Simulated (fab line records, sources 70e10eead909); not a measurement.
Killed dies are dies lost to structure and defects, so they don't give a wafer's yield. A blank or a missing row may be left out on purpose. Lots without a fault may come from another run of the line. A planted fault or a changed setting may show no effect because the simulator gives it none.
Which tool did it? | flow nand_harc | 24 lots, 72 wafers sampled, at 5 steps of a route of 1302

WHAT THE GAUGES READ, wafer by wafer
NHARC_A_SGD_CUT_CD_MEAS_09: target cd 100 nm.
lot  | measured     | on        | cd_nm (nm)
L074 | day 18 17:07 | cd_sem-01 | 99.0 98.1 98.8
L075 | day 19 13:58 | cd_sem-02 | 99.1 99.8 99.9
L076 | day 19 14:01 | cd_sem-03 | 100.3 100.1 99.5
L078 | day 20 17:36 | cd_sem-03 | 100.0 99.6 99.7
L077 | day 20 17:11 | cd_sem-01 | 99.9 99.6 100.0
L079 | day 20 17:26 | cd_sem-02 | 99.2 100.0 99.0
L080 | day 21 13:11 | cd_sem-02 | 99.4 100.0 98.6
L081 | day 22 10:49 | cd_sem-01 | 99.0 99.2 98.6
L082 | day 22 11:07 | cd_sem-02 | 99.9 99.4 100.3
L083 | day 23 09:09 | cd_sem-02 | 98.5 99.6 98.7
L084 | day 23 08:49 | cd_sem-01 | 99.4 99.3 99.9
L085 | day 23 18:56 | cd_sem-01 | 99.3 99.6 99.7
L086 | day 24 02:20 | cd_sem-02 | 100.7 101.0 100.4
L088 | day 24 17:07 | cd_sem-01 | 99.4 98.6 99.6
L087 | day 24 17:22 | cd_sem-02 | 98.8 99.3 99.6
L091 | day 25 12:11 | cd_sem-03 | 99.0 98.7 98.7
L089 | day 25 08:48 | cd_sem-03 | 99.5 99.6 99.4
L090 | day 25 21:23 | cd_sem-03 | 99.9 99.4 99.9
L092 | day 26 18:24 | cd_sem-03 | 99.7 99.3 98.8
L093 | day 26 18:19 | cd_sem-01 | 99.5 100.2 101.1
L094 | day 27 04:32 | cd_sem-02 | 101.6 101.2 100.7
L095 | day 27 14:52 | cd_sem-02 | 99.4 99.8 99.8
L096 | day 27 15:26 | cd_sem-02 | 98.7 98.7 99.2
L097 | day 28 16:11 | cd_sem-03 | 98.8 99.2 99.4

NHARC_A_SGD_CUT_INSPECT_11.
lot  | measured     | on                | raw_defect_count
L074 | day 18 17:14 | defect_inspect-01 | 64 49 58
L075 | day 19 14:05 | defect_inspect-01 | 58 52 55
L076 | day 19 14:11 | defect_inspect-01 | 103 118 129
L078 | day 20 17:43 | defect_inspect-01 | 103 110 95
L077 | day 20 17:19 | defect_inspect-02 | 20 31 10
L079 | day 20 17:34 | defect_inspect-02 | 26 18 24
L080 | day 21 13:19 | defect_inspect-02 | 59 75 76
L081 | day 22 10:57 | defect_inspect-01 | 28 20 23
L082 | day 22 11:14 | defect_inspect-02 | 121 119 106
L083 | day 23 09:16 | defect_inspect-02 | 78 78 74
L084 | day 23 08:57 | defect_inspect-02 | 27 35 35
L085 | day 23 19:03 | defect_inspect-02 | 22 19 11
L086 | day 24 02:28 | defect_inspect-02 | 36 22 29
L088 | day 24 17:15 | defect_inspect-02 | 75 107 90
L087 | day 24 17:29 | defect_inspect-02 | 21 13 9
L091 | day 25 12:19 | defect_inspect-02 | 54 60 61
L089 | day 25 08:55 | defect_inspect-01 | 84 74 100
L090 | day 25 21:31 | defect_inspect-02 | 51 41 51
L092 | day 26 18:32 | defect_inspect-02 | 53 51 62
L093 | day 26 18:27 | defect_inspect-01 | 48 44 51
L094 | day 27 04:40 | defect_inspect-01 | 69 59 69
L095 | day 27 14:59 | defect_inspect-01 | 8 6 16
L096 | day 27 15:33 | defect_inspect-01 | 61 69 63
L097 | day 28 16:18 | defect_inspect-02 | 66 53 57

NHARC_A_SGD_CUT_THK_MEAS_22: measures by ellipsometry.
lot  | measured     | on            | thk_nm (nm)
L074 | day 19 00:19 | film_metro-02 | 150.5 147.0 149.2
L075 | day 19 21:55 | film_metro-02 | 147.6 146.0 146.9
L076 | day 19 21:49 | film_metro-01 | 145.8 152.1 148.5
L078 | day 21 04:54 | film_metro-01 | 146.6 150.6 145.0
L077 | day 21 04:54 | film_metro-02 | 151.2 149.2 149.5
L079 | day 21 04:55 | film_metro-01 | 145.0 149.1 146.1
L080 | day 21 21:21 | film_metro-02 | 146.5 147.1 148.8
L081 | day 22 17:10 | film_metro-01 | 147.9 147.4 147.2
L082 | day 22 17:10 | film_metro-02 | 144.1 150.4 148.0
L083 | day 23 15:20 | film_metro-02 | 143.7 148.8 147.9
L084 | day 23 15:12 | film_metro-01 | 147.9 146.8 147.0
L085 | day 24 04:14 | film_metro-02 | 148.6 148.5 148.7
L086 | day 24 08:53 | film_metro-01 | 149.8 149.3 145.9
L088 | day 24 23:29 | film_metro-02 | 148.4 148.5 146.1
L087 | day 24 23:29 | film_metro-01 | 146.4 149.7 148.7
L091 | day 25 19:40 | film_metro-02 | 146.6 148.1 149.9
L089 | day 25 14:59 | film_metro-01 | 150.0 150.0 148.0
L090 | day 26 03:43 | film_metro-01 | 143.6 143.2 148.6
L092 | day 27 00:31 | film_metro-01 | 146.5 150.6 148.5
L093 | day 27 00:31 | film_metro-02 | 148.2 145.1 146.2
L094 | day 27 10:52 | film_metro-02 | 148.0 145.8 144.4
L095 | day 28 00:37 | film_metro-01 | 145.3 149.6 148.2
L096 | day 28 00:37 | film_metro-02 | 147.9 146.6 149.1
L097 | day 28 22:23 | film_metro-02 | 146.9 150.6 149.2

WHICH TOOL RAN EACH LOT (tool, then ch and the chambers of the sampled wafers, then the start)
lot  | NHARC_A_STAIRCASE_ETCH_273                    | NHARC_A_STAIRCASE_DEP_471
L074 | rie_diel-09 ch 0,3, day 18 15:43 or earlier   | pecvd-04 ch 0,1, day 18 15:43
L075 | rie_diel-02 ch 1,2,3, day 19 12:34 or earlier | pecvd-02 ch 1,2, day 19 12:34
L076 | rie_diel-02 ch 1,2,3, day 19 12:45 or earlier | pecvd-02 ch 0,1,2, day 19 12:45
L078 | rie_diel-09 ch 0,2,3, day 20 16:11 or earlier | pecvd-04 ch 0,1,2, day 20 16:11
L077 | rie_diel-02 ch 0,2,3, day 20 15:57 or earlier | pecvd-04 ch 1,2, day 20 15:57
L079 | rie_diel-09 ch 1,2, day 20 16:01 or earlier   | pecvd-02 ch 0,1,2, day 20 16:01
L080 | rie_diel-09 ch 0,1,3, day 21 11:59 or earlier | pecvd-04 ch 0,1,2, day 21 11:59
L081 | rie_diel-09 ch 0,1,2, day 22 09:32 or earlier | pecvd-03 ch 0,1,2, day 22 09:32
L082 | rie_diel-09 ch 0,1,3, day 22 09:47 or earlier | pecvd-04 ch 0,1,2, day 22 09:47
L083 | rie_diel-12 ch 2,3, day 23 07:46 or earlier   | pecvd-02 ch 0,1, day 23 07:46
L084 | rie_diel-02 ch 1,2, day 23 07:25 or earlier   | pecvd-02 ch 1,2, day 23 07:25
L085 | rie_diel-09 ch 0,2, day 23 17:39 or earlier   | pecvd-02 ch 0,1,2, day 23 17:39
L086 | rie_diel-12 ch 0,1,3, day 24 00:08 or earlier | pecvd-04 ch 0,1,2, day 24 00:08
L088 | rie_diel-09 ch 0,1,2, day 24 15:43 or earlier | pecvd-02 ch 1,2, day 24 15:43
L087 | rie_diel-12 ch 1,2,3, day 24 15:58 or earlier | pecvd-03 ch 0,1,2, day 24 15:58
L091 | rie_diel-02 ch 0,1, day 25 10:55 or earlier   | pecvd-03 ch 0,1,2, day 25 10:55
L089 | rie_diel-09 ch 0,1,2, day 25 07:31 or earlier | pecvd-03 ch 0,1,2, day 25 07:31
L090 | rie_diel-09 ch 0,1, day 25 20:02 or earlier   | pecvd-03 ch 0,1, day 25 20:02
L092 | rie_diel-02 ch 0,3, day 26 17:08 or earlier   | pecvd-04 ch 1,2, day 26 17:08
L093 | rie_diel-09 ch 1,2, day 26 16:56 or earlier   | pecvd-03 ch 0,1,2, day 26 16:56
L094 | rie_diel-12 ch 0,1, day 27 03:16 or earlier   | pecvd-03 ch 0,1,2, day 27 03:16
L095 | rie_diel-09 ch 0,1,2, day 27 13:37 or earlier | pecvd-03 ch 0,2, day 27 13:37
L096 | rie_diel-09 ch 0,1,2, day 27 14:04 or earlier | pecvd-03 ch 0,1,2, day 27 14:04
L097 | rie_diel-12 ch 0,1,3, day 28 14:46 or earlier | pecvd-03 ch 0,2, day 28 14:46
- NHARC_A_STAIRCASE_ETCH_273: etches the open film in C4F8/O2/Ar, target depth 10200 nm, time 2468.6 s.
- NHARC_A_STAIRCASE_DEP_471: deposits SiO2, target thk 100 nm.

WHAT THE TOOLS THEMSELVES READ (means of the sampled wafers that have a number; where no wafer has one, the mark that the record gives instead)
NHARC_A_STAIRCASE_ETCH_273.
lot  | tool        | oes_product_au (a.u.) | rf_vpp_V (V)
L074 | rie_diel-09 | 0.925                 | 1822
L075 | rie_diel-02 | 0.952                 | 1818
L076 | rie_diel-02 | 0.952                 | 1819
L078 | rie_diel-09 | 0.931                 | 1825
L077 | rie_diel-02 | 0.940                 | 1817
L079 | rie_diel-09 | 0.956                 | 1835
L080 | rie_diel-09 | 0.950                 | 1824
L081 | rie_diel-09 | 0.954                 | 1831
L082 | rie_diel-09 | 0.937                 | 1824
L083 | rie_diel-12 | 0.932                 | 1834
L084 | rie_diel-02 | 0.941                 | 1823
L085 | rie_diel-09 | 0.942                 | 1828
L086 | rie_diel-12 | 0.951                 | 1823
L088 | rie_diel-09 | 0.923                 | 1829
L087 | rie_diel-12 | 0.944                 | 1828
L091 | rie_diel-02 | 0.944                 | 1826
L089 | rie_diel-09 | 0.945                 | 1830
L090 | rie_diel-09 | 0.926                 | 1827
L092 | rie_diel-02 | 0.946                 | 1820
L093 | rie_diel-09 | 0.939                 | 1833
L094 | rie_diel-12 | 0.947                 | 1822
L095 | rie_diel-09 | 0.933                 | 1830
L096 | rie_diel-09 | 0.941                 | 1830
L097 | rie_diel-12 | 0.949                 | 1822

NHARC_A_STAIRCASE_DEP_471.
lot  | tool     | heater_power_w (W) | throttle_valve_pct (%)
L074 | pecvd-04 | 484                | 16.2
L075 | pecvd-02 | 629                | 15.7
L076 | pecvd-02 | 658                | 15.9
L078 | pecvd-04 | 464                | 15.9
L077 | pecvd-04 | 407                | 16.3
L079 | pecvd-02 | 677                | 15.9
L080 | pecvd-04 | 541                | 16.0
L081 | pecvd-03 | 538                | 15.7
L082 | pecvd-04 | 478                | 16.1
L083 | pecvd-02 | 648                | 15.6
L084 | pecvd-02 | 641                | 15.8
L085 | pecvd-02 | 662                | 16.0
L086 | pecvd-04 | 504                | 16.1
L088 | pecvd-02 | 632                | 16.2
L087 | pecvd-03 | 532                | 15.3
L091 | pecvd-03 | 557                | 15.3
L089 | pecvd-03 | 492                | 15.3
L090 | pecvd-03 | 559                | 15.3
L092 | pecvd-04 | 467                | 16.2
L093 | pecvd-03 | 542                | 15.4
L094 | pecvd-03 | 547                | 15.3
L095 | pecvd-03 | 454                | 15.5
L096 | pecvd-03 | 509                | 15.4
L097 | pecvd-03 | 515                | 15.6

THE ANSWER, worked out from the rows above alone
Rule: what is usual is taken from the lots themselves. Put in order of their means at a reading, lots are off if they are a third of the lots or fewer, leave a main group of 4 or more, and stand apart from it by a gap of 3 or more times the standard deviation of the main group's means; of several such gaps the widest counts. A main group whose means are all the same, to the digits that the tables above print for the reading, isn't used. A lot without any number at a reading at which 4 lots or more have one is off too. The other lots that the step has rows for count as sound. The gauges are gone through in route order, then the tools' own readings, and for those a lot's mean is taken as printed above. The first step at which some lot is off is used, and at that step the reading that is off furthest; a lot without a number counts as furthest.
No lot is off at any reading shown: from this, nothing can be told.

WHAT THE SIMULATOR HAD PUT IN
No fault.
